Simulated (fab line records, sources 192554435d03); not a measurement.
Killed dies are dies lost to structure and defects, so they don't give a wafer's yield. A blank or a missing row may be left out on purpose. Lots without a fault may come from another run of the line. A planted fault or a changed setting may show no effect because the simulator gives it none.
Chamber matching | flow n5_finfet | N5_BEOL_M3_DEP_57 on pecvd-01: 3 sister chambers
The step deposits SiCN from 3MS/NH3, target thk 8 nm, time 14 s. 6 wafers are shown with their chamber, then 11 later ones without.

WAFERS WITH THEIR CHAMBER
wafer  | chamber | throttle_valve_pct (%) | showerhead_plenum_p_Torr (Torr)
L077.5 | 0       | 8.9                    | 3.674
L085.6 | 0       | 8.6                    | 3.666
L090.4 | 1       | 9.3                    | 3.649
L093.5 | 1       | 9.6                    | 3.654
L093.6 | 2       | 8.5                    | 3.641
L097.1 | 2       | 8.7                    | 3.654

WAFERS WITHOUT THEIR CHAMBER
wafer  | throttle_valve_pct (%) | showerhead_plenum_p_Torr (Torr)
L097.2 | 9.5                    | 3.651
L097.6 | 8.5                    | 3.643
L095.1 | 8.8                    | 3.657
L095.4 | 9.1                    | 3.651
L095.6 | 8.5                    | 3.657
L096.1 | 9.3                    | 3.650
L096.3 | 9.4                    | 3.654
L096.6 | 8.5                    | 3.650
L094.1 | 9.4                    | 3.658
L094.2 | 8.3                    | 3.674
L094.6 | 9.2                    | 3.649

WHICH CHAMBER EACH WENT THROUGH
wafer  | from the rows above          | in truth
L097.2 | 1                            | 1
L097.6 | 2                            | 2
L095.1 | can't be placed: 2 or 0 or 1 | 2
L095.4 | can't be placed: 1 or 2 or 0 | 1
L095.6 | can't be placed: 2 or 0      | 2
L096.1 | 1                            | 1
L096.3 | 1                            | 1
L096.6 | 2                            | 2
L094.1 | 1                            | 1
L094.2 | can't be placed: 0 or 2      | 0
L094.6 | can't be placed: 1 or 2      | 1
Placed correctly: 6 of 11. Can't be placed from these rows: 5 (the true chamber is among the candidates in 5). Placed wrongly: 0.
How it was worked out, from the rows above alone: a wafer's distance from a chamber is the root of the sum, over the readings, of the square of ((its reading less the chamber's mean) divided by the reading's scatter). The wafer belongs to the nearest chamber; if the next one is less than 2 further off, it can't be placed. A chamber's mean is the mean of its shown wafers. The scatter: the root of (the sum of the squares of (reading less its chamber's mean) over the shown wafers, divided by (wafers less chambers)).
